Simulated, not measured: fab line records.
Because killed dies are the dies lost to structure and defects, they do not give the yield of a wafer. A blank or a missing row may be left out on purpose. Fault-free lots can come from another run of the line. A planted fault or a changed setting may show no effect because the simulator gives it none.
fab line records	flow nandHarc
[record] lots = 11	wafers = 33	lastDay = 34
route steps=1302 shown P_ZERO_WELL@17 P_STI@109 END@1302
lots that met no fault: taken from a fault-free run of the same line
startH: hours from the record's first day to the start of the lot's first wafer shown	waitH: hours from the lot's prior step to this one	" same as the row above	L1.1+2: several wafers, shown together as one row	- either no value or no given start	* or withheld: withheld	< > ~ a bound
route shown NAME@n: names a module that has steps shown in the file, with the first one's number in the route	usual: the fault-free wafers' mean and standard deviation	same: alike in all rows	chamber/n: place in a boat	sites: the reading at each site	_std_site: their standard deviation	_edge_site: the outer-site mean with the inner-site mean subtracted	radiusMm: how far each site lies from the wafer's centre	mask NAME#n: copy n	behind: the last tool/chamber to shape the wafer	hold: what put the lot on hold/how long, in hours/how the hold closed	device: transistor that didn't switch, given as n, p or np	end of line: tests run on the same wafers once the route is complete	for a step that has no rows: nothing shown but its recipe	killed: count of dies lost to structure and defects at first sort (not the wafer's yield)	map: a wafer's dies, x killed, . not, _ none there
set.NAME: the run value of the setting; set.NAME@STEP: its run value at that earlier step	model.NAME: the simulator's own value behind a step, which no gauge read
steps of the route over a sample of lots; a table a step, a row a wafer
services: the hour from which a tool's chamber was out of use, counted from the record's first day as startH (under 0 if before that day), plus the number of hours and why
[[steps]]
[step NHARC_P_ZERO_WELL_ETCH_65]
[recipe] targetDepthA = 800	overetchA = 240	timeS = 87.88	ionEnergyEv = 200	n2FlowSccm = 150	h2FlowSccm = 150	arFlowSccm = 0	rfW = 400	biasW = 150	chemistry = N2/H2
[usual] chamberPressureMTorr = 30.002/0.025	drypumpMotorCurrentA = 5.9/0.34	h2FlowSccm = 150.0/0.47	oesProductAu = 1.003/0.012	rfVppV = 430/3.3	runLengthS = 109.2/0.55	showerheadPlenumPTorr = 2.03/0.12	throttleValvePct = 14.170/0.0097
lot.wafer	tool	chamber	startH	waitH	chamberPressureMTorr	drypumpMotorCurrentA	h2FlowSccm	oesProductAu	rfHoursCounterH	rfVppV	runLengthS	showerheadPlenumPTorr	throttleValvePct
L996.3	rieDiel-11	3	21.49	0.1	29.976	6.1	149.8	1.007	23	430	109.4	2.08	14.169
L996.1	"	1	"	"	29.977	5.5	150.2	0.996	38	426	108.8	1.90	14.177
L996.6	"	3	"	"	29.977	6.0	150.3	1.015	-	433	109.4	2.08	14.161
L997.2	rieDiel-11	2	31.36	0.1	30.001	6.2	149.5	0.981	36	425	108.3	1.88	14.164
L997.1	"	0	"	"	30.011	5.7	150.7	0.990	34	435	109.3	2.18	14.159
L997.5	"	2	"	"	29.976	6.2	149.8	0.979	-	427	108.4	1.88	14.180
L998.3	rieDiel-05	3	41.38	0.1	29.995	5.9	149.7	1.015	39	429	109.6	1.94	14.173
L998.1	"	0	"	"	30.006	6.6	149.2	1.018	53	429	110.0	2.01	14.179
L998.5	"	3	"	"	29.975	5.9	150.8	1.017	-	427	109.0	1.94	14.148
L999.2	rieDiel-11	1	51.37	0.1	30.019	5.5	150.2	0.986	47	427	108.7	1.90	14.170
L999.3	"	2	"	"	30.028	6.2	149.6	0.988	45	427	108.4	1.87	14.194
L999.5	"	1	"	"	29.993	5.5	149.5	0.976	-	427	108.9	1.90	14.175
L100.2	rieDiel-11	1	61.49	0.1	30.020	5.5	149.1	0.983	50	428	108.9	1.90	14.183
L100.3	"	2	"	"	29.983	6.1	150.4	0.992	48	425	108.6	1.87	14.178
L100.5	"	2	"	"	29.982	6.1	150.4	0.995	-	428	108.4	1.87	14.157
L105.2	rieDiel-05	2	111.50	0.1	29.995	6.1	149.7	1.004	20	428	110.2	1.94	14.178
L105.1	"	3	"	"	30.002	5.9	150.1	1.016	18	427	109.0	1.93	14.192
L105.4	"	0	"	"	30.015	6.6	150.2	1.007	15	432	80.2	2.00	14.164
L112.3	rieDiel-11	1	181.45	0.1	29.992	5.4	149.9	0.993	30	426	109.3	1.88	14.177
L112.6	"	2	"	"	30.013	6.2	149.7	0.984	-	435	108.7	2.21	14.174
L112.5	"	3	"	"	29.982	6.0	150.1	1.015	-	431	109.5	2.06	14.189
L113.2	rieDiel-11	1	191.51	0.1	29.999	5.4	151.0	0.992	33	426	108.7	1.88	14.163
L113.1	"	2	"	"	30.004	6.1	149.3	1.001	33	434	108.2	2.21	14.172
L113.5	"	0	"	"	30.005	5.6	149.9	1.026	-	433	109.5	2.16	14.165
L116.2	rieDiel-10	2	221.49	0.1	30.001	5.7	149.5	1.011	57	430	109.6	2.03	14.162
L116.4	"	3	"	"	30.008	5.9	149.6	0.992	54	426	108.4	1.90	14.172
L116.3	"	0	"	"	29.999	5.6	150.6	1.021	54	431	109.1	2.04	14.177
L118.1	rieDiel-11	1	241.35	0.1	29.993	5.5	149.8	0.989	43	426	109.0	1.88	14.176
L118.4	"	3	"	"	30.016	6.0	149.5	1.008	45	430	109.4	2.06	14.159
L118.6	"	2	"	"	29.971	6.1	150.6	0.995	-	435	108.4	2.20	14.173
L119.1	rieDiel-05	1	251.49	0.1	29.980	6.1	149.7	1.016	3	435	109.4	2.20	14.172
L119.3	"	2	"	"	30.034	6.1	151.2	1.024	2	428	110.4	1.93	14.171
L119.5	"	3	"	"	29.995	5.9	151.0	1.009	-	427	109.1	1.92	14.173
[step NHARC_P_ZERO_WELL_ETCH_62]
[recipe] targetDepthA = 130	timeS = 6.5	chf3FlowSccm = 50	arFlowSccm = 200	rfW = 500	biasW = 200	chemistry = CHF3/Ar
[usual] chamberPressureMTorr = 25.001/0.021	drypumpMotorCurrentA = 5.9/0.34	oesProductAu = 0.963/0.02	rfVppV = 370.3/2.9	runLengthS = 27.5/0.39	showerheadPlenumPTorr = 2.33/0.12	throttleValvePct = 20.217/0.0087
lot.wafer	tool	chamber	startH	waitH	chamberPressureMTorr	drypumpMotorCurrentA	oesProductAu	rfHoursCounterH	rfVppV	runLengthS	showerheadPlenumPTorr	throttleValvePct
L996.1	rieDiel-11	2	-	-	25.001	6.1	0.946	34	368.7	26.8	2.17	20.219
L996.3	"	0	"	"	25.036	5.6	0.961	32	373.1	28.0	2.49	20.209
L996.6	"	2	"	"	24.980	6.1	0.948	-	367.8	27.5	2.17	20.205
L997.2	rieDiel-11	0	-	-	25.041	5.6	0.974	34	372.6	27.5	2.49	20.207
L997.1	"	2	"	"	24.997	6.1	0.945	36	366.9	27.5	2.17	20.218
L997.5	"	1	"	"	25.013	5.5	0.960	-	365.8	27.4	2.19	20.220
L998.3	rieDiel-05	3	-	-	25.004	5.9	0.954	40	367.3	27.3	2.24	20.212
L998.1	"	2	"	"	24.967	6.1	0.950	49	367.0	28.1	2.25	20.205
L998.5	"	3	"	"	24.946	5.9	0.963	-	369.3	27.5	2.24	20.227
L999.2	rieDiel-11	1	-	-	25.008	5.4	0.923	47	367.8	27.1	2.19	20.221
L999.3	"	0	"	"	25.013	5.6	0.928	43	375.1	27.5	2.49	20.218
L999.5	"	2	"	"	24.992	6.2	0.954	-	365.7	26.8	2.17	20.210
L100.3	rieDiel-11	0	-	-	25.013	5.6	0.960	46	373.1	28.3	2.49	20.214
L100.2	"	1	"	"	25.003	5.4	0.941	50	367.2	27.3	2.19	20.232
L100.5	"	1	"	"	24.982	5.4	0.944	-	367.3	27.3	2.19	20.218
L105.4	rieDiel-05	2	-	-	25.012	6.1	0.985	20	368.2	28.1	2.24	20.227
L105.2	"	3	"	"	25.013	5.9	0.986	18	367.8	28.1	2.23	20.214
L105.1	"	0	"	"	24.973	6.6	0.960	15	370.6	28.2	2.30	20.210
L112.3	rieDiel-11	1	-	-	24.992	5.4	0.938	30	367.1	27.0	2.18	20.220
L112.5	"	2	"	"	25.008	6.1	0.949	-	374.0	26.7	2.52	20.204
L112.6	"	3	"	"	25.018	6.0	0.949	-	371.1	27.5	2.37	20.238
L113.1	rieDiel-11	3	-	-	24.977	6.1	0.955	31	371.1	27.6	2.37	20.223
L113.2	"	1	"	"	24.979	5.5	0.949	33	366.9	27.4	2.18	20.206
L113.5	"	3	"	"	24.986	6.0	0.951	-	371.0	27.8	2.37	20.225
L116.2	rieDiel-10	2	-	-	25.007	5.7	1.002	57	370.3	27.4	2.34	20.217
L116.4	"	0	"	"	24.998	5.6	0.975	54	370.6	27.6	2.35	20.216
L116.3	"	1	"	"	25.004	5.2	0.976	49	372.7	27.8	2.40	20.221
L118.1	rieDiel-11	1	-	-	25.020	5.4	0.974	43	366.8	27.2	2.17	20.217
L118.4	"	2	"	"	25.015	6.1	0.962	44	374.5	27.2	2.52	20.194
L118.6	"	1	"	"	24.998	5.4	0.973	-	367.5	27.3	2.17	20.218
L119.3	rieDiel-05	1	-	-	25.054	6.1	0.969	3	375.2	27.8	2.51	20.218
L119.1	"	0	"	"	25.011	6.6	0.970	3	369.5	27.5	2.29	20.209
L119.5	"	1	"	"	25.020	6.1	0.977	-	374.2	27.5	2.51	20.213
[step NHARC_P_ZERO_WELL_ETCH_63]
[recipe] targetDepthA = 1200	timeS = 40.1	hbrFlowSccm = 150	cl2FlowSccm = 50	rfW = 400	icpW = 400	biasW = 100	chemistry = HBr/Cl2
[usual] chamberPressureMTorr = 15.000/0.014	drypumpMotorCurrentA = 5.8/0.58	oesProductAu = 0.998/0.013	throttleValvePct = 26.406/0.0093
lot.wafer	tool	chamber	startH	waitH	chamberPressureMTorr	drypumpMotorCurrentA	oesProductAu	rfHoursCounterH	throttleValvePct
L996.3	rieSi-04	3	21.69	-	15.006	6.0	0.973	0.2	26.391
L996.1	"	0	"	"	15.003	6.0	1.013	0.3	26.400
L996.6	"	1	"	"	15.021	6.7	0.991	-	26.412
L997.2	rieSi-04	1	31.53	-	14.994	6.7	1.001	0.2	26.415
L997.1	"	3	"	"	14.977	6.0	0.964	0.3	26.413
L997.5	"	1	"	"	15.004	6.7	0.996	-	26.396
L998.1	rieSi-03	3	41.68	-	14.980	6.2	0.986	1.0	26.406
L998.3	"	2	"	"	15.021	5.2	1.006	0.9	26.400
L998.5	"	0	"	"	14.999	4.7	1.008	-	26.410
L999.3	rieSi-04	3	51.55	-	14.992	6.0	0.974	0.4	26.403
L999.2	"	1	"	"	14.994	6.6	0.991	0.4	26.414
L999.5	"	2	"	"	15.014	5.0	0.988	-	26.400
L100.2	rieSi-03	1	61.72	-	14.997	6.3	1.009	0.0	26.414
L100.3	"	3	"	"	15.002	6.2	1.004	0.0	26.411
L100.5	"	0	"	"	15.028	4.7	1.012	-	26.401
L105.2	rieSi-01	3	111.67	-	14.978	5.3	0.994	0.5	26.403
L105.1	"	0	"	"	14.976	6.0	0.997	0.5	26.409
L105.4	"	2	"	"	15.001	5.9	0.993	0.5	26.392
L112.3	rieSi-01	0	181.67	-	14.978	6.1	0.998	1.0	26.420
L112.6	"	2	"	"	15.003	5.9	0.990	-	26.412
L112.5	"	3	"	"	15.015	5.3	1.010	-	26.419
L113.2	rieSi-03	0	191.68	-	15.020	4.7	0.994	0.8	26.392
L113.1	"	2	"	"	14.990	5.2	1.008	0.9	26.422
L113.5	"	0	"	"	15.017	4.7	1.002	-	26.404
L116.3	rieSi-04	1	221.69	-	14.987	6.6	1.001	0.5	26.409
L116.2	"	3	"	"	14.990	6.0	0.995	0.5	26.407
L116.4	"	0	"	"	15.025	6.0	0.998	0.4	26.404
L118.4	rieSi-03	1	241.54	-	14.997	6.2	1.007	0.1	26.399
L118.1	"	2	"	"	14.999	5.1	0.988	0.1	26.408
L118.6	"	1	"	"	15.002	6.2	1.005	-	26.418
L119.3	rieSi-03	1	251.66	-	14.946	6.2	1.006	0.1	26.405
L119.1	"	3	"	"	15.021	6.2	1.014	0.1	26.427
L119.5	"	1	"	"	15.002	6.3	0.993	-	26.403
[step NHARC_P_STI_INSPECT_25]
[usual] rawDefectCount = 200/65
lot.wafer	tool	chamber	startH	waitH	rawDefectCount
L996.1	defectInspect-02	-	70.17	0.4	228
L996.3	"	-	"	"	126
L996.6	"	-	"	"	144
L997.1	defectInspect-02	-	81.77	0.4	199
L997.2	"	-	"	"	183
L997.5	"	-	"	"	209
L998.1	defectInspect-01	-	90.52	0.4	192
L998.3	"	-	"	"	131
L998.5	"	-	"	"	97
L999.2	defectInspect-01	-	102.65	0.4	113
L999.3	"	-	"	"	276
L999.5	"	-	"	"	238
L100.2	defectInspect-02	-	112.13	0.4	226
L100.3	"	-	"	"	143
L100.5	"	-	"	"	166
L105.1	defectInspect-02	-	165.56	0.4	127
L105.2	"	-	"	"	228
L105.4	"	-	"	"	200
L112.3	defectInspect-01	-	231.40	0.4	117
L112.5	"	-	"	"	104
L112.6	"	-	"	"	247
L113.1	defectInspect-02	-	241.38	0.4	378
L113.2	"	-	"	"	165
L113.5	"	-	"	"	190
L116.2	defectInspect-02	-	275.77	0.4	244
L116.3	"	-	"	"	275
L116.4	"	-	"	"	291
L118.1	defectInspect-02	-	293.00	0.4	168
L118.4	"	-	"	"	149
L118.6	"	-	"	"	105
L119.1	defectInspect-02	-	303.82	0.4	274
L119.3	"	-	"	"	172
L119.5	"	-	"	"	178
[step NHARC_END_SORT_01]
[recipe] tempC = 25
[usual] killedAtArray = 56/17	killedAtOther = 0.9/1.2	killedAtPeriphery = 3.9/2.5	killedDies = 61/17	killedOpen = 3.2/1.8	killedShort = 2.7/1.7
[same] grossDies = 677
lot.wafer	tool	chamber	startH	waitH	killedAtArray	killedAtOther	killedAtPeriphery	killedDies	killedOpen	killedShort
L105.1	prober-02	0	668.34	2.5	46	0	0	46	5	1
L105.2	prober-02	0	669.16	2.8	55	0	4	59	2	5
L105.4	prober-02	0	670.79	3.5	41	0	2	43	4	2
// killed by level:class
L105.1 A_CHANNEL_HOLE_D1:chamberFilmFlake=30 A_CHANNEL_FILL_D1:geometricParticle:open=3 A_DECK1_JOINT:chamberFilmFlake=3 A_SLIT:chamberFilmFlake=2 A_CHANNEL_FILL_D1:geometricParticle:short=1 A_ONON_D2:geometricParticle:open=1 A_M0:geometricParticle:open=1 A_CHANNEL_HOLE_D2:unspecified=1
L105.2 A_CHANNEL_HOLE_D1:chamberFilmFlake=39 P_STI:chamberFilmFlake=2 P_GATE:chamberFilmFlake=2 A_CHANNEL_HOLE_D2:chamberFilmFlake=2 A_DECK1_JOINT:chamberFilmFlake=2 A_CHANNEL_HOLE_D2:unspecified=2 A_CHANNEL_FILL_D2:chamberFilmFlake=2 A_SOURCE_PLATE:geometricParticle:short=1
L105.4 A_CHANNEL_HOLE_D1:chamberFilmFlake=26 A_M1:geometricParticle:open=3 A_SLIT:chamberFilmFlake=3 A_CHANNEL_HOLE_D2:unspecified=2 A_WL_FILL:chamberFilmFlake=2 P_CONTACT:geometricParticle:open=1 A_SOURCE_PLATE:geometricParticle:short=1 A_ONON_D2:geometricParticle:short=1
[[services]]
tool	chamber	startH	hours	kind
rieDiel-10	3	-1.07	4.6	repair
rieDiel-10	0	0.16	9.0	repair
rieDiel-05	3	5.10	5.1	repair
rieSi-01	-	16.00	9.0	pm
rieDiel-10	1	26.63	13.7	repair
rieDiel-05	2	36.42	3.6	repair
rieDiel-11	1	38.98	5.0	repair
rieSi-03	-	44.00	9.0	pm
rieDiel-05	0	47.12	2.1	repair
rieDiel-05	-	53.46	9.0	pm
rieDiel-10	3	59.28	5.1	repair
rieSi-01	1	63.43	8.7	repair
rieDiel-11	-	66.41	0.3	repair
rieDiel-11	-	78.55	9.0	pm
rieSi-03	3	122.57	2.8	repair
rieSi-03	0	127.98	14.8	repair
rieDiel-11	0	135.50	8.6	repair
rieSi-04	1	153.06	19.3	repair
rieSi-04	-	165.00	9.0	pm
rieSi-04	2	190.77	21.1	repair
rieDiel-11	2	209.85	5.9	repair
rieDiel-11	-	212.84	2.0	repair
rieSi-03	-	221.00	9.0	pm
rieDiel-05	-	231.41	9.0	pm
[[key]]
[firstSign] step = NHARC_P_ZERO_WELL_ETCH_65	reading = runLengthS	direction = down	sigmas = 53	usual = *	struck = *
effect none on later readings
metAt NHARC_P_ZERO_WELL_ETCH_65
struckLots L105
struckWafers L105.4
testerLeftOut L105
notActingAt NHARC_P_ZERO_WELL_ETCH_62,NHARC_P_ZERO_WELL_ETCH_63,NHARC_P_STI_INSPECT_25
onsetBetween 41.38 111.50
[fault] kind = processParameterDrift	tool = rieDiel-05	chamber = 0	onsetH = 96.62	steps = NHARC_P_ZERO_WELL_ETCH_65	channel = timeS	offset = *	shape = step	endH = 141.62	actsIn = *	stated = *
// testerLeftOut: of these lots the tester's yield and bins aren't shown, on N5 and GAA mostly nor the transistor test; their killed dies are dies lost to structure and defects alone, not to doping, threshold or leakage, so they don't give the yield
